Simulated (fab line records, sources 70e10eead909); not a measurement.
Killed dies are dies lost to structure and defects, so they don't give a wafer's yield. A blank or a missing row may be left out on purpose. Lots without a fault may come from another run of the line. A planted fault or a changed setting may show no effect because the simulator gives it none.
fab line records | flow nand_harc
record lots=14 wafers=42 last_day=25
route steps=1159 shown P_ZERO_WELL@67 P_STI@85 P_GATE@113 END@1159
lots that met no fault: from a run of the same line without faults
start_h: hours from the record's first day to the start of the lot's first wafer shown | wait_h: hours since the lot's step before | " the same as in the row above | L1.1+2: a row that stands for several wafers | - no value, or no start given | * or withheld: withheld | < > ~ a bound
route shown NAME@n: a module of which the file shows steps, and the number in the route of the first | usual: mean/standard deviation of fault-free wafers | same: alike in all rows | chamber/n: place in a boat | sites: the reading at each site | _std_site: their standard deviation | _edge_site: outer sites' mean less inner sites' | radius_mm: how far each site lies from the wafer's centre | mask NAME#n: copy n | behind: the tool/chamber that last shaped the wafer | hold: why the lot was held/for how many hours/how that ended | device: the transistor (n, p or np) that didn't switch | end of line: the same wafers' tests at the end of the route | a step without rows: its recipe alone | killed: dies lost to structure and defects at the first sort, not the wafer's yield | map: a wafer's dies, x killed, . not, _ none there
set.NAME: the setting as run; set.NAME@STEP: as run at that earlier step | model.NAME: the simulator's own value behind a step, which no gauge read
steps of the route over a sample of lots; a table a step, a row a wafer
services: from which hour (start_h, from the record's first day; less than 0 if before it) a tool's chamber was out of use, for how many hours, and why
## steps
# step NHARC_P_ZERO_WELL_RTA_42
# recipe temp_c=1100 time_s=300
# usual lamp_power_pct=34/4.2 lamp_zone_3_pct=34/4.2 wafer_temp_C_max=1104.7/1.2
# columns lot.wafer tool chamber start_h wait_h lamp_power_pct lamp_zone_3_pct wafer_temp_C_max
L658.3 rtp_anneal-01 0 25.30 - 31 31 1105.8
L658.5 " 0 " " 31 31 1104.3
L658.6 " 0 " " 31 31 1106.0
L659.1 rtp_anneal-02 0 31.11 - 39 39 1104.7
L659.2 " 0 " " 39 39 1103.4
L659.5 " 0 " " 39 39 1103.2
L660.2 rtp_anneal-01 0 37.16 - 31 31 1104.3
L660.3 " 0 " " 31 31 1104.9
L660.4 " 0 " " 31 31 1104.7
L661.2 rtp_anneal-02 0 43.29 - 39 39 1103.1
L661.4 " 0 " " 39 39 1103.0
L661.5 " 0 " " 39 39 1103.5
L663.1 rtp_anneal-01 0 55.03 - 31 31 1104.4
L663.2 " 0 " " 31 31 1104.1
L663.3 " 0 " " 31 31 1106.6
L665.1 rtp_anneal-02 0 67.28 - 39 39 1104.6
L665.3 " 0 " " 39 39 1105.1
L665.6 " 0 " " 39 39 1104.7
L666.2 rtp_anneal-01 0 72.73 - 31 31 1105.1
L666.4 " 0 " " 31 31 1106.2
L666.6 " 0 " " 31 31 1104.5
L667.1 rtp_anneal-02 0 78.76 - 39 39 1102.9
L667.4 " 0 " " 39 39 1103.6
L667.5 " 0 " " 39 39 1103.3
L669.1 rtp_anneal-02 0 91.10 - 39 39 1103.7
L669.3 " 0 " " 39 39 1104.3
L669.5 " 0 " " 39 39 1103.3
L671.1 rtp_anneal-01 0 102.77 - 31 31 1106.2
L671.3 " 0 " " 31 31 1106.0
L671.5 " 0 " " 31 30 1106.4
L672.2 rtp_anneal-02 0 109.00 - 39 39 1104.5
L672.3 " 0 " " 39 39 1104.1
L672.6 " 0 " " 39 39 1103.3
L674.2 rtp_anneal-02 0 121.06 - 39 39 1102.4
L674.3 " 0 " " 39 39 1103.3
L674.4 " 0 " " 39 39 1103.5
L678.2 rtp_anneal-01 0 144.86 - 31 31 1107.7
L678.4 " 0 " " 31 31 1104.7
L678.6 " 0 " " 31 31 1105.5
L679.2 rtp_anneal-02 0 150.86 - 39 39 1103.4
L679.3 " 0 " " 39 39 1104.6
L679.4 " 0 " " 39 39 1104.1
# step NHARC_P_STI_INSPECT_11
# usual raw_defect_count=5.3/2.9
# columns lot.wafer tool chamber start_h wait_h raw_defect_count
L658.3 defect_inspect-01 - 38.51 0.0 4
L658.5 " - " " 10
L658.6 " - " " 6
L660.2 defect_inspect-01 - 50.23 0.0 4
L660.3 " - " " 3
L660.4 " - " " 3
L659.1 defect_inspect-01 - 50.39 0.0 9
L659.2 " - " " 9
L659.5 " - " " 6
L661.2 defect_inspect-02 - 59.97 0.0 2
L661.4 " - " " 0
L661.5 " - " " 4
L663.1 defect_inspect-01 - 73.05 0.0 2
L663.2 " - " " 1
L663.3 " - " " 9
L666.2 defect_inspect-02 - 85.52 0.0 5
L666.4 " - " " 1
L666.6 " - " " 4
L665.1 defect_inspect-01 - 85.55 0.0 12
L665.3 " - " " 10
L665.6 " - " " 7
L667.1 defect_inspect-01 - 94.92 0.0 6
L667.4 " - " " 3
L667.5 " - " " 9
L669.1 defect_inspect-01 - 107.22 0.0 5
L669.3 " - " " 3
L669.5 " - " " 5
L671.1 defect_inspect-02 - 120.54 0.0 8
L671.3 " - " " 8
L671.5 " - " " 7
L672.2 defect_inspect-01 - 125.11 0.0 8
L672.3 " - " " 6
L672.6 " - " " 5
L674.2 defect_inspect-02 - 138.14 0.0 3
L674.3 " - " " 4
L674.4 " - " " 9
L678.2 defect_inspect-02 - 163.43 0.0 5
L678.4 " - " " 7
L678.6 " - " " 6
L679.2 defect_inspect-02 - 168.49 0.0 6
L679.3 " - " " 6
L679.4 " - " " 7
# step NHARC_P_STI_OCD_MEAS_43
# usual trench_depth_nm=301/5.7 trench_foot_cd_nm=156.3/2.7
# columns lot.wafer tool chamber start_h wait_h trench_depth_nm trench_foot_cd_nm
L658.3 ocd-01 - 39.69 - 298 156.7
L658.5 " - " " 310 151.7
L658.6 " - " " 305 150.4
L660.2 ocd-02 - 51.46 - 306 157.6
L660.3 " - " " 310 154.2
L660.4 " - " " 298 160.3
L659.1 ocd-01 - 51.56 - 291 156.5
L659.2 " - " " 303 155.0
L659.5 " - " " 292 158.3
L661.2 ocd-02 - 61.16 - 298 154.5
L661.4 " - " " 301 155.9
L661.5 " - " " 303 155.1
L663.1 ocd-02 - 74.23 - 309 154.3
L663.2 " - " " 297 155.9
L663.3 " - " " 306 152.7
L666.2 ocd-01 - 86.70 - 294 158.2
L666.4 " - " " 301 157.9
L666.6 " - " " 303 158.6
L665.1 ocd-02 - 86.74 - 298 160.2
L665.3 " - " " 308 154.9
L665.6 " - " " 297 157.7
L667.1 ocd-02 - 96.09 - 304 153.8
L667.4 " - " " 297 156.2
L667.5 " - " " 299 154.5
L669.1 ocd-02 - 108.86 - 307 155.4
L669.3 " - " " 304 155.2
L669.5 " - " " 297 155.5
L671.1 ocd-01 - 121.71 - 300 152.2
L671.3 " - " " 311 155.2
L671.5 " - " " 293 158.5
L672.2 ocd-01 - 126.29 - 308 155.3
L672.3 " - " " 296 161.9
L672.6 " - " " 310 155.4
L674.2 ocd-01 - 139.33 - 290 157.9
L674.3 " - " " 305 151.9
L674.4 " - " " 310 151.1
L678.2 ocd-02 - 164.75 - 297 160.6
L678.4 " - " " 303 155.7
L678.6 " - " " 293 160.2
L679.2 ocd-02 - 169.67 - 295 159.6
L679.3 " - " " 300 156.3
L679.4 " - " " 307 155.5
# step NHARC_P_GATE_OXIDE_02
# recipe target_thk_a=375 temp_c=950 p_h2o_torr=720 ox_time_s=365 material=SiO2
# usual tube_center_temp_C=950/0.084 zone_power_upper_pct=20.2/1.4
# columns lot.wafer tool chamber start_h wait_h tube_center_temp_C zone_power_upper_pct
L658.3 furnace-07 0 71.54 - 950.02 18.8
L658.5 " 0 " " 950.07 19.1
L658.6 " 0 " " 949.88 19.1
L659.1 furnace-07 0 84.89 - 949.98 18.8
L659.2 " 0 " " 949.94 19.3
L659.5 " 0 " " 949.98 19.2
L660.2 furnace-07 0 84.89 - 950.11 18.8
L660.3 " 0 " " 949.99 18.9
L660.4 " 0 " " 949.94 18.9
L661.2 furnace-02 0 95.22 - 950.11 21.0
L661.4 " 0 " " 949.91 20.6
L661.5 " 0 " " 950 20.7
L663.1 furnace-08 0 105.27 - 950.19 21.9
L663.2 " 0 " " 949.99 21.8
L663.3 " 0 " " 950.03 22.0
L665.1 furnace-08 0 122.45 - 950.01 21.7
L665.3 " 0 " " 949.96 21.6
L665.6 " 0 " " 949.97 22.1
L666.2 furnace-08 0 122.45 - 950 21.8
L666.4 " 0 " " 949.86 22.1
L666.6 " 0 " " 950.04 22.2
L667.1 furnace-07 0 128.17 - 949.84 18.7
L667.4 " 0 " " 949.97 18.9
L667.5 " 0 " " 950 18.9
L669.1 furnace-07 0 149.23 - 949.96 18.8
L669.3 " 0 " " 950 19.2
L669.5 " 0 " " 949.89 19.2
L671.1 furnace-07 0 149.23 - 949.88 19.1
L671.3 " 0 " " 950 19.0
L671.5 " 0 " " 949.96 18.3
L672.2 furnace-07 0 149.23 - 949.97 19.1
L672.3 " 0 " " 949.97 19.2
L672.6 " 0 " " 950 19.1
L674.2 furnace-02 0 169.59 - 949.98 20.8
L674.3 " 0 " " 950.01 20.7
L674.4 " 0 " " 950.11 20.8
L674.2 furnace-02 0 174.25 0.4 949.87 20.5
L674.3 " 0 " " 949.92 20.7
L674.4 " 0 " " 949.9 20.6
L678.2 furnace-07 0 197.87 - 950.03 18.8
L678.4 " 0 " " 950.08 18.8
L678.6 " 0 " " 950.09 18.9
L678.2 furnace-02 0 202.39 0.4 949.96 21.2
L678.4 " 0 " " 950.04 20.8
L678.6 " 0 " " 950 21.0
L679.2 furnace-07 0 197.87 - 950.05 18.8
L679.3 " 0 " " 950.07 18.8
L679.4 " 0 " " 949.97 19.0
# step NHARC_END_SORT_01
# recipe temp_c=25
# usual killed_at_array=27/10 killed_at_other=0.6/0.96 killed_at_periphery=3.4/2.7 killed_dies=31/10 killed_open=2.9/1.8 killed_short=1.8/1.4
# same gross_dies=677
# columns lot.wafer tool chamber start_h wait_h killed_at_array killed_at_other killed_at_periphery killed_dies killed_open killed_short
L674.2 prober-02 0 540.97 2.8 22 0 655 677 4 2
L674.3 prober-02 0 541.77 3.1 18 0 659 677 3 4
L674.4 prober-02 0 542.57 3.4 17 0 660 677 5 0
L678.2 prober-01 0 608.39 2.8 33 0 644 677 3 2
L678.4 prober-01 0 609.98 3.4 48 0 629 677 2 2
L678.6 prober-01 0 611.58 4.0 39 1 637 677 3 2
# killed by level:class
L674.2 P_GATE:area_oxide=650 A_CHANNEL_HOLE_D1:chamber_film_flake=8 A_SLIT:chamber_film_flake=5 A_CONTACT:chamber_film_flake=5 P_M0:geometric_particle:open=2 P_GATE:chamber_film_flake=2 P_M1:geometric_particle:short=1 A_SGD_CUT:geometric_particle:open=1
L674.3 P_GATE:area_oxide=656 A_SLIT:chamber_film_flake=5 A_CHANNEL_HOLE_D1:chamber_film_flake=4 A_CHANNEL_HOLE_D1:geometric_particle:short=2 A_CHANNEL_FILL_D1:chamber_film_flake=2 P_GATE:geometric_particle:open=1 P_M1:geometric_particle:open=1 A_ONON_D1:geometric_particle:short=1
L674.4 P_GATE:area_oxide=659 A_CHANNEL_HOLE_D1:chamber_film_flake=8 A_SLIT:chamber_film_flake=3 P_CONTACT:geometric_particle:open=1 A_CHANNEL_FILL_D1:geometric_particle:open=1 A_CONTACT:geometric_particle:open=1 A_BLC:geometric_particle:open=1 A_M0:geometric_particle:open=1
L678.2 P_GATE:area_oxide=640 A_SLIT:chamber_film_flake=16 A_CHANNEL_HOLE_D1:chamber_film_flake=6 A_CONTACT:chamber_film_flake=4 A_WL_FILL:chamber_film_flake=3 A_CONTACT:geometric_particle:open=2 P_STI:chamber_film_flake=2 P_CONTACT:geometric_particle:short=1
L678.4 P_GATE:area_oxide=627 A_SLIT:chamber_film_flake=19 A_CHANNEL_HOLE_D1:chamber_film_flake=10 A_CONTACT:chamber_film_flake=8 A_STAIRCASE:chamber_film_flake=2 A_WL_FILL:chamber_film_flake=2 A_ONON_D1:geometric_particle:short=1 A_CHANNEL_FILL_D1:geometric_particle:short=1
L678.6 P_GATE:area_oxide=630 A_SLIT:chamber_film_flake=22 A_CHANNEL_HOLE_D1:chamber_film_flake=8 A_STAIRCASE:chamber_film_flake=3 P_STI:chamber_film_flake=2 P_BONDPAD:chamber_film_flake=2 P_GATE:geometric_particle:open=1 A_SOURCE_PLATE:geometric_particle:open=1
## services
# columns tool chamber start_h hours kind
furnace-08 - 18.00 26.0 pm
furnace-02 - 23.04 15.9 repair
furnace-02 - 111.05 26.0 pm
## key
first_sign step=NHARC_P_GATE_OXIDE_02 reading=visit direction=added
effect step=NHARC_END_SORT_01 reading=killed_at_periphery direction=up sigmas=99+ usual=3.4 struck=647.3
more_kills_born_at NHARC_P_GATE_OXIDE_02@furnace-02=3862
met_at NHARC_P_GATE_OXIDE_02
struck_lots L674,L678
later_rows_left_out L674.2,L674.3,L674.4,L678.2,L678.4,L678.6
tester_left_out L674,L678
not_acting_at NHARC_P_ZERO_WELL_RTA_42,NHARC_P_STI_INSPECT_11,NHARC_P_STI_OCD_MEAS_43
fault kind=repeated_step_whole tool=furnace-02,furnace-07,furnace-08 chamber=- onset_h=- steps=NHARC_P_GATE_OXIDE_02 times=1 scope=struck_lots_only
# tester_left_out: of these lots the tester's yield and bins aren't shown, on N5 and GAA mostly nor the transistor test; their killed dies are dies lost to structure and defects alone, not to doping, threshold or leakage, so they don't give the yield
# later_rows_left_out: the simulator's readings of these wafers behind a module that went badly wrong aren't trusted and aren't shown, but for the sort
